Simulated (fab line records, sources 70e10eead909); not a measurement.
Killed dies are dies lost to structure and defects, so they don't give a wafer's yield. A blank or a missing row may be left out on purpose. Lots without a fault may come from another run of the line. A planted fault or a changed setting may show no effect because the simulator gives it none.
Which tool did it? | flow nand_harc | 12 lots, 36 wafers sampled, at 5 steps of a route of 1302

WHAT THE GAUGES READ, wafer by wafer
NHARC_END_SORT_01.
lot  | measured     | on        | killed_at_array | killed_at_other | killed_at_periphery | killed_dies | killed_open | killed_short
L967 | day 25 04:08 | prober-01 | 110 106 112     | 0 1 1           | 2 1 2               | 112 108 115 | 3 2 0       | 3 5 5
L968 | day 24 19:37 | prober-02 | 64 75 73        | 0 0 0           | 4 2 1               | 68 77 74    | 1 1 2       | 4 1 2
L969 | day 26 10:49 | prober-02 | 54 47 60        | 0 0 0           | 2 4 4               | 56 51 64    | 2 4 0       | 1 1 6
L970 | day 27 14:31 | prober-02 | 49 56 54        | 2 3 3           | 4 5 1               | 55 64 58    | 2 3 1       | 2 3 1
L971 | day 27 23:04 | prober-01 | 53 60 61        | 3 2 3           | 6 1 4               | 62 63 68    | 3 7 4       | 3 4 2
L974 | day 27 13:40 | prober-01 | 87 95 78        | 0 1 1           | 4 6 2               | 91 102 81   | 1 4 1       | 1 3 1
L976 | day 28 16:13 | prober-02 | 15 14 22        | 0 2 0           | 2 1 1               | 17 17 23    | 2 3 4       | 1 2 2
L979 | day 30 00:38 | prober-01 | 38 43 49        | 0 0 2           | 9 12 7              | 47 55 58    | 1 3 4       | 1 3 2
L981 | day 30 09:40 | prober-02 | 102 110 92      | 1 0 0           | 6 3 3               | 109 113 95  | 6 2 1       | 5 5 3
L986 | day 32 23:49 | prober-02 | 45 61 59        | 0 0 0           | 2 2 2               | 47 63 61    | 2 3 0       | 0 4 2
L988 | day 33 16:53 | prober-01 | 65 60 59        | 1 1 0           | 2 3 2               | 68 64 61    | 5 3 3       | 3 5 2
L989 | day 34 00:38 | prober-01 | 55 51 51        | 1 1 1           | 4 5 4               | 60 57 56    | 4 3 6       | 3 4 1

WHICH TOOL RAN EACH LOT (tool, then ch and the chambers of the sampled wafers, then the start)
lot  | NHARC_A_STAIRCASE_ETCH_188                    | NHARC_A_STAIRCASE_TRIM_193                    | NHARC_A_STAIRCASE_TRIM_196         | NHARC_A_STAIRCASE_ETCH_199
L967 | rie_diel-08 ch 0,2,3, day 16 18:56 or earlier | rie_diel-08 ch 1,2,3, day 16 18:56 or earlier | rie_diel-08 ch 0,2,3, day 16 18:56 | rie_diel-08 ch 1,2,3, day 16 19:20
L968 | rie_diel-02 ch 0,2,3, day 17 03:52 or earlier | rie_diel-02 ch 0,1,3, day 17 03:52 or earlier | rie_diel-08 ch 0,1,2, day 17 03:52 | rie_diel-08 ch 1,2,3, day 17 04:17
L969 | rie_diel-09 ch 0,1,3, day 18 02:02 or earlier | rie_diel-09 ch 0,1,3, day 18 02:02 or earlier | rie_diel-08 ch 0,1,2, day 18 02:02 | rie_diel-08 ch 0,1,3, day 18 02:26
L970 | rie_diel-02 ch 0,1,2, day 18 08:21 or earlier | rie_diel-02 ch 1,2, day 18 08:21 or earlier   | rie_diel-08 ch 1,2, day 18 08:21   | rie_diel-08 ch 0,2, day 18 08:46
L971 | rie_diel-08 ch 0,1, day 18 11:44 or earlier   | rie_diel-08 ch 0,1, day 18 11:44 or earlier   | rie_diel-02 ch 0,1,2, day 18 11:44 | rie_diel-02 ch 1,2, day 18 12:13
L974 | rie_diel-09 ch 0,3, day 19 09:01 or earlier   | rie_diel-09 ch 0,1,3, day 19 09:01 or earlier | rie_diel-09 ch 0,2, day 19 09:01   | rie_diel-09 ch 1,3, day 19 09:25
L976 | rie_diel-08 ch 0,1,3, day 20 13:17 or earlier | rie_diel-08 ch 2,3, day 20 13:17 or earlier   | rie_diel-02 ch 0,2,3, day 20 13:17 | rie_diel-02 ch 0,2, day 20 13:42
L979 | rie_diel-02 ch 2,3, day 21 07:05 or earlier   | rie_diel-02 ch 0,1,2, day 21 07:05 or earlier | rie_diel-02 ch 1,2,3, day 21 07:05 | rie_diel-02 ch 0,1,3, day 21 07:32
L981 | rie_diel-02 ch 1,2, day 22 09:56 or earlier   | rie_diel-02 ch 0,3, day 22 09:56 or earlier   | rie_diel-09 ch 0,1,3, day 22 09:56 | rie_diel-09 ch 0,2,3, day 22 10:20
L986 | rie_diel-09 ch 0,1,2, day 23 18:53 or earlier | rie_diel-09 ch 0,1,2, day 23 18:53 or earlier | rie_diel-09 ch 0,1,2, day 23 18:53 | rie_diel-09 ch 1,2, day 23 19:20
L988 | rie_diel-08 ch 1,2, day 24 17:55 or earlier   | rie_diel-08 ch 1,2,3, day 24 17:55 or earlier | rie_diel-08 ch 0,3, day 24 17:55   | rie_diel-08 ch 0,1,2, day 24 18:21
L989 | rie_diel-08 ch 1,2,3, day 25 18:17 or earlier | rie_diel-08 ch 1,2,3, day 25 18:17 or earlier | rie_diel-08 ch 0,2,3, day 25 18:17 | rie_diel-08 ch 0,2,3, day 25 18:42
- NHARC_A_STAIRCASE_ETCH_188: etches the open film in C4F8/O2, target depth 100 nm, time 40.5 s.
- NHARC_A_STAIRCASE_TRIM_193: chemistry O2, time 211.2 s.
- NHARC_A_STAIRCASE_TRIM_196: chemistry O2, time 211.2 s.
- NHARC_A_STAIRCASE_ETCH_199: etches the open film in C4F8/O2, target depth 100 nm, time 40.5 s.

WHAT THE TOOLS THEMSELVES READ (means of the sampled wafers that have a number; where no wafer has one, the mark that the record gives instead)
NHARC_A_STAIRCASE_ETCH_188.
lot  | tool        | oes_product_au (a.u.) | rf_vpp_V (V) | run_length_s (s)
L967 | rie_diel-08 | 0.956                 | 890          | 61.9
L968 | rie_diel-02 | 0.955                 | 900          | 61.7
L969 | rie_diel-09 | 0.949                 | 894          | 61.7
L970 | rie_diel-02 | 0.938                 | 897          | 61.9
L971 | rie_diel-08 | 0.944                 | 890          | 62.4
L974 | rie_diel-09 | 0.947                 | 888          | 62.3
L976 | rie_diel-08 | 0.945                 | 890          | 62.1
L979 | rie_diel-02 | 0.946                 | 900          | 61.5
L981 | rie_diel-02 | 0.951                 | 892          | 61.6
L986 | rie_diel-09 | 0.961                 | 898          | 61.8
L988 | rie_diel-08 | 0.952                 | 894          | 62.1
L989 | rie_diel-08 | 0.948                 | 897          | 62.2

NHARC_A_STAIRCASE_TRIM_193.
lot  | tool        | drypump_motor_current_A (A) | oes_product_au (a.u.) | rf_vpp_V (V) | showerhead_plenum_p_Torr (Torr) | throttle_valve_pct (%)
L967 | rie_diel-08 | 5.9                         | 1.005                 | 56.8         | 3.43                            | 17.033
L968 | rie_diel-02 | 6.1                         | 1.011                 | 58.8         | 3.69                            | 17.033
L969 | rie_diel-09 | 5.8                         | 1.007                 | 58.2         | 3.47                            | 17.038
L970 | rie_diel-02 | 6.1                         | 0.993                 | 58.6         | 3.46                            | 17.038
L971 | rie_diel-08 | 5.8                         | 0.999                 | 57.9         | 3.46                            | 17.038
L974 | rie_diel-09 | 5.8                         | 1.002                 | 57.5         | 3.46                            | 17.038
L976 | rie_diel-08 | 6.0                         | 1.003                 | 57.0         | 3.34                            | 17.037
L979 | rie_diel-02 | 6.0                         | 0.998                 | 57.6         | 3.55                            | 17.028
L981 | rie_diel-02 | 6.3                         | 0.998                 | 58.6         | 3.75                            | 17.041
L986 | rie_diel-09 | 5.4                         | 1.005                 | 58.9         | 3.60                            | 17.040
L988 | rie_diel-08 | 5.9                         | 0.999                 | 57.8         | 3.58                            | 17.036
L989 | rie_diel-08 | 6.0                         | 0.993                 | 57.6         | 3.57                            | 17.038

NHARC_A_STAIRCASE_TRIM_196.
lot  | tool        | drypump_motor_current_A (A) | oes_product_au (a.u.) | rf_vpp_V (V) | showerhead_plenum_p_Torr (Torr) | throttle_valve_pct (%)
L967 | rie_diel-08 | 5.5                         | 0.999                 | 57.9         | 3.35                            | 17.039
L968 | rie_diel-08 | 5.5                         | 1.002                 | 58.9         | 3.42                            | 17.042
L969 | rie_diel-08 | 5.5                         | 1.001                 | 57.4         | 3.42                            | 17.037
L970 | rie_diel-08 | 5.9                         | 1.007                 | 57.9         | 3.51                            | 17.034
L971 | rie_diel-02 | 6.0                         | 0.998                 | 58.6         | 3.56                            | 17.026
L974 | rie_diel-09 | 5.2                         | 0.994                 | 57.6         | 3.50                            | 17.036
L976 | rie_diel-02 | 6.1                         | 1.005                 | 57.6         | 3.64                            | 17.040
L979 | rie_diel-02 | 6.2                         | 0.999                 | 57.9         | 3.57                            | 17.033
L981 | rie_diel-09 | 5.8                         | 1.015                 | 57.8         | 3.45                            | 17.037
L986 | rie_diel-09 | 5.4                         | 1.004                 | 58.3         | 3.60                            | 17.042
L988 | rie_diel-08 | 5.3                         | 0.988                 | 58.5         | 3.81                            | 17.047
L989 | rie_diel-08 | 5.5                         | 0.985                 | 57.2         | 3.66                            | 17.034

NHARC_A_STAIRCASE_ETCH_199.
lot  | tool        | oes_product_au (a.u.) | rf_vpp_V (V) | run_length_s (s)
L967 | rie_diel-08 | 0.951                 | 892          | 62.1
L968 | rie_diel-08 | 0.948                 | 892          | 61.8
L969 | rie_diel-08 | 0.959                 | 890          | 62.0
L970 | rie_diel-08 | 0.958                 | 891          | 61.8
L971 | rie_diel-02 | 0.951                 | 895          | 61.5
L974 | rie_diel-09 | 0.946                 | 893          | 62.1
L976 | rie_diel-02 | 0.956                 | 895          | 61.3
L979 | rie_diel-02 | 0.947                 | 900          | 63.4
L981 | rie_diel-09 | 0.958                 | 893          | 62.0
L986 | rie_diel-09 | 0.945                 | 903          | 61.6
L988 | rie_diel-08 | 0.940                 | 898          | 62.0
L989 | rie_diel-08 | 0.935                 | 901          | 62.1

THE ANSWER, worked out from the rows above alone
Rule: what is usual is taken from the lots themselves. Put in order of their means at a reading, lots are off if they are a third of the lots or fewer, leave a main group of 4 or more, and stand apart from it by a gap of 3 or more times the standard deviation of the main group's means; of several such gaps the widest counts. A main group whose means are all the same, to the digits that the tables above print for the reading, isn't used. A lot without any number at a reading at which 4 lots or more have one is off too. The other lots that the step has rows for count as sound. The gauges are gone through in route order, then the tools' own readings, and for those a lot's mean is taken as printed above. The first step at which some lot is off is used, and at that step the reading that is off furthest; a lot without a number counts as furthest.
Off: L979, at NHARC_END_SORT_01 (killed_at_periphery). The main group: mean 2.9, standard deviation 0.99.
A tool fits if, at a process step before that reading, it ran every lot that is off, and no sound lot after the first of them. The gauges at NHARC_END_SORT_01 aren't tried: what is off there is off at NHARC_A_STAIRCASE_ETCH_199 too, on other tools, and a gauge's error can't cause that. NHARC_A_STAIRCASE_ETCH_188 gives no start for some lots, so the hours and the order of its lots are those of NHARC_A_STAIRCASE_TRIM_196. NHARC_A_STAIRCASE_TRIM_193 gives no start for some lots, so the hours and the order of its lots are those of NHARC_A_STAIRCASE_TRIM_196. One fits: rie_diel-02 at NHARC_A_STAIRCASE_TRIM_196 and NHARC_A_STAIRCASE_ETCH_199. At NHARC_A_STAIRCASE_TRIM_196 its last sound lot is L976 (day 20 13:17), its first lot that is off L979 (day 21 07:05): a fault that began between those two fits.

WHAT THE SIMULATOR HAD PUT IN
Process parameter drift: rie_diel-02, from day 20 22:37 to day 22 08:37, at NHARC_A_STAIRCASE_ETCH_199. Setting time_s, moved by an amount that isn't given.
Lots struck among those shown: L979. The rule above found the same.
